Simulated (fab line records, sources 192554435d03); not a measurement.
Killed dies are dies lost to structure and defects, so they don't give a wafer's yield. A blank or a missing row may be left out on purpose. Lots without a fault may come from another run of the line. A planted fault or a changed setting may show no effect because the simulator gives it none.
Chamber matching | flow n5_finfet | N5_GATE_CUT_SAC_CAP_01 on ald_sin-01: 4 sister chambers
The step material SiNx, target thk 24 nm, pulse time 1 s, ald cycles 480. 18 wafers are shown with their chamber, then 9 later ones without.

WAFERS WITH THEIR CHAMBER
wafer  | chamber | heater_power_w (W) | precursor_pulse_height_rel
L075.1 | 3       | 884                | 0.996
L075.3 | 2       | 721                | 1.008
L075.6 | 3       | 881                | 1.017
L077.2 | 2       | 698                | 0.989
L077.3 | 3       | 878                | 1.007
L077.6 | 3       | 896                | 1.026
L078.2 | 1       | 862                | 0.978
L078.3 | 3       | 875                | 1.007
L078.5 | 0       | 821                | 0.999
L081.2 | 0       | 836                | 1.018
L081.3 | 1       | 872                | 0.986
L081.4 | 3       | 874                | 1.028
L086.1 | 1       | 849                | 0.969
L086.3 | 3       | 891                | 0.979
L086.4 | 3       | 895                | 1.007
L089.1 | 3       | 883                | 1.009
L089.3 | 2       | 721                | 0.972
L089.5 | 0       | 819                | 0.974

SIGNATURES (means of the wafers above)
reading                    | chamber 0 | chamber 1 | chamber 2 | chamber 3 | scatter within a chamber
heater_power_w             | 825.33    | 861.00    | 713.33    | 884.11    | 9.75
precursor_pulse_height_rel | 0.99700   | 0.97767   | 0.98967   | 1.00844   | 0.0159
Rule: a wafer's distance from a chamber is the root of the sum, over the readings, of the square of ((its reading less the chamber's mean) divided by the reading's scatter). The wafer belongs to the nearest chamber; if the next one is less than 2 further off, it can't be placed. The scatter: the root of (the sum of the squares of (reading less its chamber's mean) over the shown wafers, divided by (wafers less chambers)).

WAFERS WITHOUT THEIR CHAMBER
wafer  | heater_power_w (W) | precursor_pulse_height_rel
L093.1 | 825                | 0.972
L093.3 | 834                | 1.050
L093.4 | 647                | 0.993
L094.1 | 817                | 1.002
L094.5 | 789                | 1.004
L094.6 | 807                | 0.966
L095.2 | 829                | 0.996
L095.3 | 639                | 1.023
L095.5 | 833                | 1.005

WHICH CHAMBER EACH WENT THROUGH
wafer  | from the rows above     | in truth
L093.1 | 0                       | 0
L093.3 | can't be placed: 0 or 1 | 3
L093.4 | 2                       | 2
L094.1 | 0                       | 0
L094.5 | 0                       | 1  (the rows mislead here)
L094.6 | 0                       | 0
L095.2 | 0                       | 0
L095.3 | 2                       | 2
L095.5 | 0                       | 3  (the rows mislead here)
Placed correctly: 6 of 9. Can't be placed from these rows: 1 (the true chamber is among the candidates in 0). Placed wrongly: 2.
